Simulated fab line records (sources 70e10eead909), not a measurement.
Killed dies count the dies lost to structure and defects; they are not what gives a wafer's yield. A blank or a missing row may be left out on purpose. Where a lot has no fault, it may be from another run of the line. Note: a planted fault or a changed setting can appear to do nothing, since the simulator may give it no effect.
What tool caused it? | flow nandHarc | Sampling: 13 lots, 39 wafers, 6 of 1159 route steps

## WHAT THE GAUGES SHOWED, per wafer
NHARC_P_GATE_CD_MEAS_91: the cd target is 2000 nm.
lot  | measured     | on       | cdNm (nm)
L358 | day 5 14:27  | cdSem-03 | 2004.6 2003.0 1999.5
L360 | day 5 22:25  | cdSem-03 | 1999.4 2000.5 1999.8
L361 | day 6 01:30  | cdSem-01 | 1997.9 1998.4 2002.3
L362 | day 6 01:51  | cdSem-03 | 2003.8 1999.6 2000.2
L365 | day 7 02:57  | cdSem-03 | 2000.4 1997.3 2000.8
L368 | day 7 19:59  | cdSem-02 | 1998.0 1997.2 2000.8
L370 | day 8 12:25  | cdSem-01 | 1999.3 2001.3 1999.8
L371 | day 8 12:50  | cdSem-03 | 2190.6 2193.5 2190.9
L369 | day 8 13:11  | cdSem-03 | 1999.2 1997.9 2001.4
L372 | day 8 18:32  | cdSem-01 | 1998.8 2002.5 2002.0
L375 | day 9 15:57  | cdSem-02 | 2002.6 2003.4 2003.4
L380 | day 10 16:44 | cdSem-01 | 2001.7 1998.4 1998.8
L381 | day 11 04:00 | cdSem-01 | 1994.8 1998.8 2001.3

NHARC_P_GATE_INSPECT_68.
lot  | measured     | on               | rawDefectCount
L358 | day 5 18:53  | defectInspect-01 | 111 121 137
L360 | day 6 01:43  | defectInspect-02 | 180 142 133
L361 | day 6 04:43  | defectInspect-01 | 212 204 147
L362 | day 6 04:56  | defectInspect-02 | 359 288 210
L365 | day 7 06:12  | defectInspect-02 | 232 299 233
L368 | day 7 23:04  | defectInspect-01 | 246 165 231
L370 | day 8 15:38  | defectInspect-02 | 191 228 245
L371 | day 8 15:56  | defectInspect-01 | 180 166 186
L369 | day 8 16:16  | defectInspect-02 | 279 101 135
L372 | day 8 21:44  | defectInspect-01 | 163 153 223
L375 | day 9 19:14  | defectInspect-01 | 125 183 138
L380 | day 10 19:49 | defectInspect-01 | 105 70 124
L381 | day 11 07:04 | defectInspect-02 | 125 213 114

NHARC_END_SORT_01.
lot  | measured     | on        | killedAtArray | killedAtOther | killedAtPeriphery | killedDies | killedOpen | killedShort
L371 | day 22 08:23 | prober-02 | 24 32 30      | 0 0 1         | 11 9 5            | 35 41 36   | 7 5 6      | 3 2 1
L369 | day 23 09:22 | prober-02 | 39            | 1             | 4                 | 44         | 2          | 2

## TOOL THAT RAN EACH LOT (tool first, then ch and the chambers of the sampled wafers, then the start)
lot  | NHARC_P_GATE_ETCHBACK_37                     | NHARC_P_GATE_STRIP_112              | NHARC_P_GATE_EXPOSE_88
L358 | rieDiel-05 ch 0,1,2, day 5 13:24 or earlier  | plasmaAsher-02 ch 0,1, day 5 13:24  | krfScanner-01 ch 0, day 5 14:18
L360 | rieDiel-02 ch 0,1, day 5 21:25 or earlier    | plasmaAsher-02 ch 0,1, day 5 21:25  | krfScanner-04 ch 0, day 5 22:16
L361 | rieDiel-05 ch 0,1,2, day 6 00:29 or earlier  | plasmaAsher-02 ch 0,1, day 6 00:29  | krfScanner-04 ch 0, day 6 01:20
L362 | rieDiel-02 ch 0,1,3, day 6 00:42 or earlier  | plasmaAsher-01 ch 0,1, day 6 00:42  | krfScanner-01 ch 0, day 6 01:41
L365 | rieDiel-08 ch 0,1,3, day 7 01:46 or earlier  | plasmaAsher-02 ch 0,1, day 7 01:46  | krfScanner-03 ch 0, day 7 02:48
L368 | rieDiel-05 ch 0,3, day 7 19:00 or earlier    | plasmaAsher-02 ch 0,1, day 7 19:00  | krfScanner-04 ch 0, day 7 19:50
L370 | rieDiel-05 ch 0,2,3, day 8 11:22 or earlier  | plasmaAsher-02 ch 0,1, day 8 11:22  | krfScanner-04 ch 0, day 8 12:16
L371 | rieDiel-02 ch 0,2,3, day 8 11:42 or earlier  | plasmaAsher-01 ch 0,1, day 8 11:42  | krfScanner-01 ch 0, day 8 12:41
L369 | rieDiel-02 ch 0,1,3, day 8 12:03 or earlier  | plasmaAsher-02 ch 0,1, day 8 12:03  | krfScanner-04 ch 0, day 8 13:02
L372 | rieDiel-05 ch 0,3, day 8 17:29 or earlier    | plasmaAsher-01 ch 0,1, day 8 17:29  | krfScanner-04 ch 0, day 8 18:23
L375 | rieDiel-05 ch 0,2,3, day 9 14:54 or earlier  | plasmaAsher-01 ch 0,1, day 9 14:54  | krfScanner-03 ch 0, day 9 15:47
L380 | rieDiel-08 ch 0,1,3, day 10 15:34 or earlier | plasmaAsher-01 ch 0,1, day 10 15:34 | krfScanner-01 ch 0, day 10 16:35
L381 | rieDiel-08 ch 2,3, day 11 02:54 or earlier   | plasmaAsher-01 ch 0,1, day 11 02:54 | krfScanner-04 ch 0, day 11 03:51
- NHARC_P_GATE_ETCHBACK_37: etches the open film in CHF3/O2, target depth 34.5 nm, time 17.2 s.
- NHARC_P_GATE_STRIP_112: strips in N2/H2, time 200 s.
- NHARC_P_GATE_EXPOSE_88: exposes mask P HVN, target cd 2000 nm.

## AS READ BY THE TOOLS THEMSELVES (means over the sampled wafers that have a number; for cases with no such wafer, the mark the record gives instead)
NHARC_P_GATE_ETCHBACK_37.
lot  | tool       | drypumpMotorCurrentA (A) | oesProductAu (a.u.) | rfVppV (V) | showerheadPlenumPTorr (Torr) | throttleValvePct (%)
L358 | rieDiel-05 | 6.0                      | 1.00                | 371.0      | 2.39                         | 20.575
L360 | rieDiel-02 | 5.7                      | 1.00                | 372.4      | 2.48                         | 20.578
L361 | rieDiel-05 | 6.0                      | 0.93                | 370.6      | 2.39                         | 20.578
L362 | rieDiel-02 | 5.8                      | 0.95                | 372.6      | 2.46                         | 20.570
L365 | rieDiel-08 | 5.5                      | 0.99                | 369.0      | 2.38                         | 20.561
L368 | rieDiel-05 | 5.8                      | 0.92                | 371.8      | 2.46                         | 20.580
L370 | rieDiel-05 | 5.9                      | 1.00                | 371.6      | 2.42                         | 20.568
L371 | rieDiel-02 | 5.7                      | 0.93                | 370.5      | 2.39                         | 20.564
L369 | rieDiel-02 | 5.8                      | 0.93                | 372.4      | 2.45                         | 20.569
L372 | rieDiel-05 | 5.8                      | 1.01                | 372.3      | 2.45                         | 20.567
L375 | rieDiel-05 | 5.9                      | 0.93                | 371.1      | 2.42                         | 20.574
L380 | rieDiel-08 | 5.5                      | 0.98                | 370.2      | 2.37                         | 20.570
L381 | rieDiel-08 | 5.5                      | 0.99                | 372.3      | 2.48                         | 20.572

NHARC_P_GATE_STRIP_112.
lot  | tool           | drypumpMotorCurrentA (A) | heaterPowerW (W)
L358 | plasmaAsher-02 | 5.6                      | 80.3
L360 | plasmaAsher-02 | 5.6                      | 79.8
L361 | plasmaAsher-02 | 5.6                      | 80.2
L362 | plasmaAsher-01 | 5.6                      | 81.7
L365 | plasmaAsher-02 | 5.6                      | 79.6
L368 | plasmaAsher-02 | 6.0                      | 79.0
L370 | plasmaAsher-02 | 5.6                      | 79.2
L371 | plasmaAsher-01 | 5.8                      | 80.1
L369 | plasmaAsher-02 | 6.0                      | 78.7
L372 | plasmaAsher-01 | 5.6                      | 81.9
L375 | plasmaAsher-01 | 5.8                      | 81.2
L380 | plasmaAsher-01 | 5.6                      | 81.2
L381 | plasmaAsher-01 | 5.6                      | 80.7

## THE ANSWER, worked out from the rows above alone
Rule: usual is defined by the lots themselves. Put in order of their means at a reading, lots are off if they are a third of the lots or fewer, leave a main group of 4 or more, and stand apart from it by a gap of 3 or more times the standard deviation of the main group's means; of several such gaps the widest counts. A main group whose means are all the same, to the digits that the tables above print for the reading, isn't used. Also off: a lot with no number at a reading for which 4 or more lots have one. All remaining lots with rows at the step are treated as sound. The gauges are gone through in route order, then the tools' own readings, and for those a lot's mean is taken as printed above. At the first step where some lot is off, the reading lying furthest off is the one used; lots without a number count as furthest.
Off, at NHARC_P_GATE_CD_MEAS_91 on cdNm: L371. For the main group the mean is 2000.2 nm and the standard deviation 1.4.
If a tool, at a process step before that reading, ran all the lots that are off and no sound lot after the first of them, it fits. Gauges at NHARC_P_GATE_CD_MEAS_91: tried the same way as those tools. NHARC_P_GATE_ETCHBACK_37 gives no start for some lots, so the hours and the order of its lots are those of NHARC_P_GATE_STRIP_112. No candidate that was tried fits.

## WHAT HAD BEEN PUT IN BY THE SIMULATOR
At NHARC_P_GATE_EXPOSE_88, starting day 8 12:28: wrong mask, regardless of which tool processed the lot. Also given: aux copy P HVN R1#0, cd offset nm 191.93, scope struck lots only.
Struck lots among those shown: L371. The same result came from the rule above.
